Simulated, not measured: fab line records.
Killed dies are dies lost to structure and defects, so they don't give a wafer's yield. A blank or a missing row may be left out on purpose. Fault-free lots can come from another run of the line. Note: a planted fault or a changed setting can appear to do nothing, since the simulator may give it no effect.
fab line records	flow nandHarc
record: lots: 6	wafers: 18	lastDay: 32
route steps=1302 shown A_SLIT@945 A_SIN_REMOVE@947 A_WL_FILL@952 A_CONTACT@983 END@1302
lots untouched by any fault: they come from a run of this same line in which no faults occurred
startH: start of the lot's first displayed wafer, in hours after the record's first day	waitH: time in hours since the lot's previous step	" as in the row above	L1.1+2: one row covering several wafers at once	- no value, or no start given	* or withheld: withheld	< > ~ a bound
route shown NAME@n: a module of which the file shows steps, and the number in the route of the first	usual: average and standard deviation across the fault-free wafers	same: alike in all rows	chamber/n: place in a boat	sites: per-site readings	_std_site: standard deviation across them	_edge_site: the outer-site mean with the inner-site mean subtracted	radiusMm: how far each site lies from the wafer's centre	mask NAME#n: copy n	behind: the tool/chamber that last shaped the wafer	hold: reason for holding the lot/hours on hold/outcome of the hold	device: whichever transistor did not switch (one of n, p or np)	end of line: the same wafers' tests at the end of the route	a step with no rows: only its recipe	killed: count of dies lost to structure and defects at first sort (not the wafer's yield)	map: a wafer's dies, x killed, . not, _ none there
set.NAME: the setting that was run; set.NAME@STEP: the one run at that earlier step	model.NAME: the simulator's own value behind a step, which no gauge read
lots at some steps of the route; a table a step, a row a wafer
services: a tool's chamber out of use, with start hour (startH, from the record's first day; less than 0 if before it), hours out, and reason
== steps ==
step: NHARC_A_SLIT_SRD_20
step: NHARC_A_SLIT_CD_MEAS_21
usual: cdNm: 289.7/0.62
lot.wafer	tool	chamber	startH	waitH	cdNm
L373.4	cdSem-01	-	477.05	-	290.0
L373.5	"	-	"	"	290.0
L373.6	"	-	"	"	290.9
L381.3	cdSem-02	-	556.07	-	289.8
L381.4	"	-	"	"	289.2
L381.5	"	-	"	"	289.9
L380.1	cdSem-02	-	565.49	-	290.0
L380.5	"	-	"	"	289.5
L380.6	"	-	"	"	290.2
L385.1	cdSem-03	-	608.53	-	289.6
L385.2	"	-	"	"	289.1
L385.3	"	-	"	"	290.1
L387.1	cdSem-01	-	624.45	-	289.2
L387.4	"	-	"	"	289.6
L387.5	"	-	"	"	290.1
L390.1	cdSem-01	-	646.99	-	289.6
L390.3	"	-	"	"	288.4
L390.5	"	-	"	"	289.3
step: NHARC_A_SIN_REMOVE_WET_00
recipe: tempC: 160	timeS: 15300	chemistry: H3PO4
step: NHARC_A_SIN_REMOVE_PRECLEAN_01
recipe: timeS: *	tempC: 50	bathAgeMin: 0	chemistry: SC1
step: NHARC_A_SIN_REMOVE_SRD_02
step: NHARC_A_SIN_REMOVE_INSPECT_04
usual: rawDefectCount: 399/88
lot.wafer	tool	chamber	startH	waitH	rawDefectCount
L373.4	defectInspect-01	-	483.59	0.0	515
L373.5	"	-	"	"	508
L373.6	"	-	"	"	454
L381.3	defectInspect-01	-	563.20	0.0	383
L381.4	"	-	"	"	410
L381.5	"	-	"	"	312
L380.1	defectInspect-02	-	573.23	0.0	382
L380.5	"	-	"	"	539
L380.6	"	-	"	"	533
L385.1	defectInspect-02	-	615.10	0.0	300
L385.2	"	-	"	"	418
L385.3	"	-	"	"	348
L387.1	defectInspect-01	-	631.12	0.0	436
L387.4	"	-	"	"	482
L387.5	"	-	"	"	394
L390.1	defectInspect-01	-	653.56	0.0	370
L390.3	"	-	"	"	300
L390.5	"	-	"	"	333
step: NHARC_A_WL_FILL_ALD_00
recipe: targetThkA: 30	pulseTimeS: 3	aldCycles: 30	tempC: 300	material: Al2O3
step: NHARC_A_WL_FILL_RTA_01
recipe: tempC: 1000	timeS: 5
usual: lampPowerPct: 30.6/1.7	lamp_zone_1_pct: 30.6/1.7	lamp_zone_6_pct: 30.5/1.7	lamp_zone_7_pct: 31.1/1.7	wafer_temp_C_max: 1005.1/1.1
lot.wafer	tool	chamber	startH	waitH	lampPowerPct	lamp_zone_1_pct	lamp_zone_6_pct	lamp_zone_7_pct	wafer_temp_C_max
L373.4	rtpAnneal-02	0	486.48	-	32.7	32.8	32.6	33.3	1006.8
L373.5	"	0	"	"	32.7	32.7	32.8	33.3	1005.7
L373.6	"	0	"	"	32.8	32.8	32.7	33.3	1004.8
L381.3	rtpAnneal-02	0	563.58	-	32.7	32.8	32.7	33.3	1004.4
L381.4	"	0	"	"	32.7	32.7	32.7	33.3	1005.1
L381.5	"	0	"	"	32.8	32.8	32.7	33.3	1005.1
L380.1	rtpAnneal-02	0	573.55	-	32.7	32.8	32.7	33.3	1007.0
L380.5	"	0	"	"	32.7	32.8	32.7	33.3	1008.3
L380.6	"	0	"	"	32.8	32.7	32.7	33.2	1004.8
L385.1	rtpAnneal-01	0	615.44	-	29.3	29.4	29.2	29.7	1004.8
L385.2	"	0	"	"	29.2	29.3	29.2	29.7	1005.9
L385.3	"	0	"	"	29.3	29.3	29.3	29.8	1006.0
L387.1	rtpAnneal-01	0	631.45	-	29.2	29.2	29.2	29.7	1005.5
L387.4	"	0	"	"	29.3	29.3	29.2	29.7	1004.9
L387.5	"	0	"	"	29.3	29.3	29.2	29.7	1004.0
L390.1	rtpAnneal-02	0	653.92	-	32.8	32.8	32.7	33.3	1004.2
L390.3	"	0	"	"	32.8	32.7	32.7	33.3	1005.4
L390.5	"	0	"	"	32.7	32.7	32.7	33.2	1005.7
step: NHARC_A_WL_FILL_ALD_02
recipe: targetThkA: 20	pulseTimeS: 3	aldCycles: 100	tempC: 450	material: TiN
step: NHARC_A_WL_FILL_CVD_03
recipe: targetThkA: 400	tempC: 300	pressureTorr: 40	wf6FlowSccm: 40	h2FlowSccm: 1600	arFlowSccm: 1560	timeS: 279	material: W
step: NHARC_A_WL_FILL_ETCHBACK_04
recipe: targetDepthA: 600	timeS: 120	chemistry: NF3
usual: drypumpMotorCurrentA: 5.7/0.39	oesProductAu: 1.002/0.008
lot.wafer	tool	chamber	startH	waitH	drypumpMotorCurrentA	oesProductAu	rfHoursCounterH
L373.4	rieMetal-03	1	487.53	0.3	6.2	0.996	-
L373.5	"	0	"	"	5.0	0.996	-
L373.6	"	1	"	"	6.2	1.001	-
L381.4	rieMetal-01	1	564.62	0.2	5.7	1.002	-
L381.3	"	0	"	"	5.5	1.018	-
L381.5	"	1	"	"	5.7	1.011	-
L380.1	rieMetal-02	1	574.87	0.3	6.1	0.999	2.1
L380.5	"	1	"	"	6.1	1.000	-
L380.6	"	0	"	"	5.5	1.002	-
L385.2	rieMetal-03	1	616.47	0.3	6.3	1.001	1.4
L385.1	"	0	"	"	5.0	0.991	1.4
L385.3	"	0	"	"	5.0	0.997	-
L387.1	rieMetal-01	1	632.48	0.3	5.7	1.008	0.5
L387.4	"	0	"	"	5.6	1.022	-
L387.5	"	0	"	"	5.5	1.013	-
L390.1	rieMetal-01	0	654.94	0.3	5.6	1.002	1.2
L390.3	"	1	"	"	5.7	0.998	-
L390.5	"	1	"	"	5.7	1.002	-
step: NHARC_A_WL_FILL_ETCHBACK_05
recipe: targetDepthA: 220	timeS: 60	tempC: 40	chemistry: Cl2/BCl3
step: NHARC_A_WL_FILL_STRIP_27
recipe: powerW: 1500	tempC: 250	timeS: 20	chemistry: N2/H2
usual: drypumpMotorCurrentA: 5.4/0.39	heaterPowerW: 314/21
lot.wafer	tool	chamber	startH	waitH	drypumpMotorCurrentA	heaterPowerW	rfHoursCounterH
L373.4	plasmaAsher-01	1	487.85	0.1	5.8	311	-
L373.6	"	1	"	"	5.8	311	-
L373.5	"	0	"	"	4.8	293	-
L381.3	plasmaAsher-02	1	564.97	0.1	5.5	346	-
L381.4	"	0	"	"	5.6	318	-
L381.5	"	1	"	"	5.5	339	-
L380.1	plasmaAsher-02	0	575.25	0.1	5.6	321	16
L380.5	"	0	"	"	5.6	325	-
L380.6	"	1	"	"	5.5	327	-
L385.2	plasmaAsher-01	1	616.85	0.1	5.8	302	15
L385.1	"	0	"	"	4.8	298	15
L385.3	"	1	"	"	5.8	301	-
L387.1	plasmaAsher-02	1	632.89	0.1	5.5	336	30
L387.4	"	1	"	"	5.5	336	-
L387.5	"	1	"	"	5.5	341	-
L390.1	plasmaAsher-01	1	655.33	0.1	5.8	301	25
L390.3	"	1	"	"	5.8	307	-
L390.5	"	0	"	"	4.8	292	-
step: NHARC_A_WL_FILL_STRIP_28
recipe: timeS: 1200	tempC: 72.5	chemistry: postEtchResidueRemover
step: NHARC_A_WL_FILL_PRECLEAN_06
recipe: timeS: 300	chemistry: DIW
step: NHARC_A_WL_FILL_SRD_07
step: NHARC_A_WL_FILL_ANNEAL_08
recipe: tempC: 450	timeS: 1800
step: NHARC_A_WL_FILL_ALD_10
recipe: targetThkA: 500	pulseTimeS: 10	aldCycles: 500	tempC: 300	material: SiO2
step: NHARC_A_WL_FILL_ETCHBACK_16
recipe: targetDepthA: 1200	timeS: 24	c4f8FlowSccm: withheld	o2FlowSccm: 8	arFlowSccm: withheld	rfW: 600	biasW: 800	chemistry: C4F8/O2/Ar
step: NHARC_A_WL_FILL_STRIP_29
recipe: timeS: 20	o2FlowSccm: 500	arFlowSccm: 0	biasW: 0	chemistry: O2
step: NHARC_A_WL_FILL_ETCHBACK_17
recipe: targetDepthA: 40	timeS: 26.7	chemistry: Cl2/BCl3
step: NHARC_A_WL_FILL_PRECLEAN_18
recipe: timeS: 30	chemistry: dHF
step: NHARC_A_WL_FILL_SRD_21
step: NHARC_A_WL_FILL_CVD_23
recipe: targetThkA: 400	tempC: 620	pressureMtorr: 200	timeS: 800	material: poly-Si
step: NHARC_A_WL_FILL_ETCHBACK_26
recipe: targetDepthA: 520	timeS: 13.3	hbrFlowSccm: 150	rfW: 350	icpW: 350	biasW: 60	chemistry: HBr
usual: drypumpMotorCurrentA: 5.8/0.46	oesProductAu: 1.002/0.0074	throttleValvePct: 23.266/0.0096
lot.wafer	tool	chamber	startH	waitH	drypumpMotorCurrentA	oesProductAu	rfHoursCounterH	throttleValvePct
L373.4	rieSi-05	3	503.96	0.4	5.4	1.001	0.1	23.267
L373.5	"	1	"	"	6.1	1.006	-	23.272
L373.6	"	2	"	"	5.2	0.995	-	23.265
L381.3	rieSi-06	0	581.62	0.4	6.0	1.007	0.7	23.262
L381.4	"	1	"	"	5.4	1.014	1.0	23.279
L381.5	"	0	"	"	6.0	0.987	-	23.280
L380.1	rieSi-05	2	590.23	0.4	5.3	1.002	0.5	23.277
L380.5	"	2	"	"	5.3	1.017	-	23.258
L380.6	"	3	"	"	5.4	1.021	-	23.281
L385.3	rieSi-05	3	632.86	0.4	5.4	0.994	0.9	23.268
L385.1	"	0	"	"	6.5	0.998	0.8	23.275
L385.2	"	1	"	"	6.1	0.994	0.8	23.239
L387.4	rieSi-06	3	648.36	0.4	6.0	0.998	0.1	23.254
L387.1	"	0	"	"	6.0	1.006	0.3	23.259
L387.5	"	1	"	"	5.4	1.010	-	23.266
L390.3	rieSi-04	0	670.29	0.4	5.4	1.017	1.1	23.272
L390.1	"	1	"	"	6.6	1.004	1.2	23.257
L390.5	"	0	"	"	5.4	1.020	-	23.278
step: NHARC_A_WL_FILL_PRECLEAN_30
recipe: timeS: 10	chemistry: dHF
step: NHARC_A_WL_FILL_SRD_14
step: NHARC_A_WL_FILL_ALD_19
recipe: targetThkA: 20	pulseTimeS: 3	aldCycles: 100	tempC: 450	material: TiN
usual: heaterPowerW: 1077/85	precursorPulseHeightRel: 1.001/0.021
lot.wafer	tool	chamber	startH	waitH	heaterPowerW	precursorPulseHeightRel
L373.4	aldMetal-04	2	504.26	0.2	1134	1.006
L373.6	"	3	"	"	902	0.996
L373.5	"	0	"	"	1178	1.015
L381.4	aldMetal-03	0	581.89	0.1	1207	1.019
L381.3	"	2	"	"	1087	0.998
L381.5	"	1	"	"	1137	0.989
L380.1	aldMetal-01	2	590.50	0.1	1122	0.952
L380.6	"	2	"	"	1119	1.011
L380.5	"	3	"	"	919	1.007
L385.1	aldMetal-04	0	633.12	0.1	1179	0.993
L385.3	"	2	"	"	1126	1.005
L385.2	"	3	"	"	896	0.962
L387.1	aldMetal-01	0	648.60	0.1	1143	1.006
L387.4	"	3	"	"	956	1.005
L387.5	"	0	"	"	1172	0.996
L390.3	aldMetal-01	0	670.57	0.1	1162	0.997
L390.1	"	2	"	"	1087	0.968
L390.5	"	0	"	"	1164	0.986
step: NHARC_A_WL_FILL_CVD_20
recipe: targetThkA: 1000	tempC: 400	pressureTorr: 40	wf6FlowSccm: 40	h2FlowSccm: 1600	arFlowSccm: 1560	timeS: 74	material: W
step: NHARC_A_WL_FILL_CMP_12
recipe: tOverpolishS: 30	targetThkNm: 100
usual: motorCurrentA: 11.8/0.88	overpolishRunS: 30.000/0.0092	timeToEndpointS: 20.9/2.2
same: tOverpolishS: 30
lot.wafer	tool	chamber	startH	waitH	motorCurrentA	overpolishRunS	timeToEndpointS
L373.4	cmp-02	3	504.63	0.1	12.1	30.004	23.4
L373.6	"	1	"	"	12.4	30.016	21.0
L373.5	"	2	"	"	10.2	30.009	23.1
L381.3	cmp-02	0	582.30	0.1	12.2	30.009	20.4
L381.4	"	2	"	"	10.3	29.994	20.7
L381.5	"	0	"	"	13.0	29.980	22.0
L380.1	cmp-02	2	590.93	0.2	10.7	30.004	19.5
L380.5	"	0	"	"	12.2	29.997	17.9
L380.6	"	1	"	"	11.8	29.998	21.7
L385.2	cmp-03	2	633.50	0.1	10.8	30.024	24.3
L385.3	"	3	"	"	13.1	29.994	26.9
L385.1	"	0	"	"	13.2	29.996	20.2
L387.1	cmp-02	2	649.01	0.2	10.6	30.001	19.0
L387.4	"	3	"	"	12.2	30.000	22.3
L387.5	"	2	"	"	10.4	30.005	20.3
L390.1	cmp-03	1	670.98	0.2	11.4	29.988	16.5
L390.3	"	3	"	"	12.8	29.997	17.2
L390.5	"	0	"	"	12.6	29.996	14.1
step: NHARC_A_WL_FILL_SRD_31
step: NHARC_A_CONTACT_DEP_24
recipe: targetThkA: 5000	tempC: 400	pressureTorr: 6.5	rfW: 900	teosFlowSccm: 161.4	flowSccm: 2650	targetThkNm: 500	gas: O2	material: SiO2
step: NHARC_A_CONTACT_DEP_28
recipe: targetThkA: 70000	tempC: 400	material: aC
step: NHARC_A_CONTACT_DEP_29
recipe: targetThkA: 1000	targetThkNm: 100	tempC: 400	pressureTorr: 3.5	flowSccm: 200	rfW: 350	material: SiON
step: NHARC_END_SORT_01
recipe: tempC: 25
usual: killedAtArray: 56/19	killedAtOther: 1.0/1.5	killedAtPeriphery: 3.4/2.4	killedDies: 60/19	killedOpen: 3.3/1.8	killedShort: 2.4/1.7
same: grossDies: 677
lot.wafer	tool	chamber	startH	waitH	killedAtArray	killedAtOther	killedAtPeriphery	killedDies	killedOpen	killedShort
L387.4	prober-01	0	726.27	3.4	140	0	5	145	3	2
L387.5	prober-01	0	727.05	3.6	128	2	3	133	5	0
L390.1	prober-01	0	761.44	2.5	143	1	8	152	4	5
killed by level:class
L387.4 A_WL_FILL:unspecified=91 A_SLIT:chamberFilmFlake=28 A_CHANNEL_HOLE_D1:chamberFilmFlake=9 A_CONTACT:chamberFilmFlake=5 A_ONON_D2:geometricParticle:open=2 P_BONDPAD:chamberFilmFlake=2 A_STAIRCASE:chamberFilmFlake=2 P_CONTACT:geometricParticle:short=1
L387.5 A_WL_FILL:unspecified=85 A_SLIT:chamberFilmFlake=23 A_CHANNEL_HOLE_D1:chamberFilmFlake=13 A_CONTACT:chamberFilmFlake=3 P_CONTACT:geometricParticle:open=2 A_BLC:geometricParticle:open=2 THIN_TSV:chamberFilmFlake=2 A_CONTACT:geometricParticle:open=1
L390.1 A_WL_FILL:unspecified=85 A_CHANNEL_HOLE_D1:chamberFilmFlake=28 A_CHANNEL_HOLE_D2:chamberFilmFlake=20 P_M1:geometricParticle:open=2 A_SGD_CUT:geometricParticle:short=2 P_STI:chamberFilmFlake=2 P_CONTACT:chamberFilmFlake=2 A_SLIT:chamberFilmFlake=2
map L387.4 (x killed, . not)
____________.____________
_________......._________
_______..........._______
______...........x.______
_____........x...x.._____
____.............xx..____
____..........x..xx.x____
___..............x....___
___...........x...x...___
__...........x.........__
__........x..xxxxx.....__
_..........x.xxxxxx..x.._
_...........xxxxxxx....._
_...........xxxxxxxx...._
_..........xxxxxxxxxx..._
_...........xxxxxxxx...._
...........xxxxxxxxx.....
...x.......xxxxxxxxx.....
............xxxxxx....x..
.............xxxxxx......
..x..........xxxxxx....x.
_..x.........xxxx......._
_.............xx.xx....._
_......................._
_......................._
_......................._
__...x.................__
__......x..............__
___...................___
___.....x.xx...x......___
____...x..x..x.......____
____...x.xxx....x....____
_____..xxxxxxx......_____
______.xxx.xx......______
_______.xxxxxx...._______
_________xx..x.._________
____________x____________
map L390.1 (x killed, . not)
____________.____________
_________......._________
_______x......x.xx_______
______.........xxxx______
_____...........x.xx_____
____.........x....xxx____
____.........x.x.xxx.____
___..................x___
___..............xxx..___
__.............x.......__
__...........xx.xx.....__
_...........xxxxxxxx...._
_...........xxxxxx.x...._
_.....x.....xxxxxxxx...._
_.......x...xxxxxxxx...._
_........xxxxxxxxxx....._
...........xxxxxxxx.x....
x..........xxxxxxxxx.....
...........xxxxxxx.xx....
.............xxxxxx.x....
.............xxxx.xxxxx..
_............x.xxx.x.x.._
_............x.....xxxxx_
_.................xxxxx._
_................x.xxxx._
_......x...........x.xxx_
__..................xxx__
__........x......xx....__
___...................___
___...................___
____................x____
____.................____
_____..............._____
______.............______
_______.......x..._______
_________.....x._________
____________.____________
== services ==
tool	chamber	startH	hours	kind
rtpAnneal-01	-	471.47	0.3	repair
rieSi-05	-	482.00	9.0	pm
plasmaAsher-02	-	484.93	9.0	pm
aldMetal-01	3	492.80	4.8	repair
cmp-02	-	497.03	0.3	repair
plasmaAsher-02	-	507.62	0.4	repair
rieMetal-01	1	511.50	7.1	repair
plasmaAsher-02	-	518.13	6.5	repair
cmp-02	-	518.61	2.6	repair
plasmaAsher-01	-	519.36	9.0	pm
aldMetal-01	-	526.00	10.0	pm
cmp-02	-	526.50	4.0	pm
rieSi-05	2	544.55	3.1	repair
cmp-02	-	545.97	0.3	repair
rieSi-05	3	567.41	1.7	repair
plasmaAsher-01	-	567.66	0.6	repair
cmp-02	-	577.09	0.7	repair
rieMetal-01	-	579.49	9.0	pm
plasmaAsher-01	-	584.59	10.2	repair
plasmaAsher-02	-	617.87	1.1	repair
cmp-02	-	624.65	4.0	pm
rieSi-05	-	659.00	9.0	pm
plasmaAsher-02	-	661.93	9.0	pm
rieSi-05	2	670.81	4.9	repair
== key ==
firstSign: step: NHARC_END_SORT_01	reading: killedDies	direction: up	sigmas: 4.4	usual: 60	struck: 143
effect: step: NHARC_END_SORT_01	reading: killedAtArray	direction: up	sigmas: 4.3	usual: 56	struck: 137
moreKillsBornAt: NHARC_A_WL_FILL_ETCHBACK_04@rieMetal-01: 260
metAt NHARC_A_WL_FILL_ETCHBACK_04
struckWafers L387.4,L387.5,L390.1
testerLeftOut L387,L390
onsetBetween 564.62 632.48
fault: kind: chamberParticleSource	tool: rieMetal-01	chamber: 0	onsetH: 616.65	steps: NHARC_A_WL_FILL_ETCHBACK_04	ratePerVisitCm2: 0.88574	endH: 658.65
testerLeftOut: of these lots the tester's yield and bins aren't shown, on N5 and GAA mostly nor the transistor test; their killed dies are dies lost to structure and defects alone, not to doping, threshold or leakage, so they don't give the yield
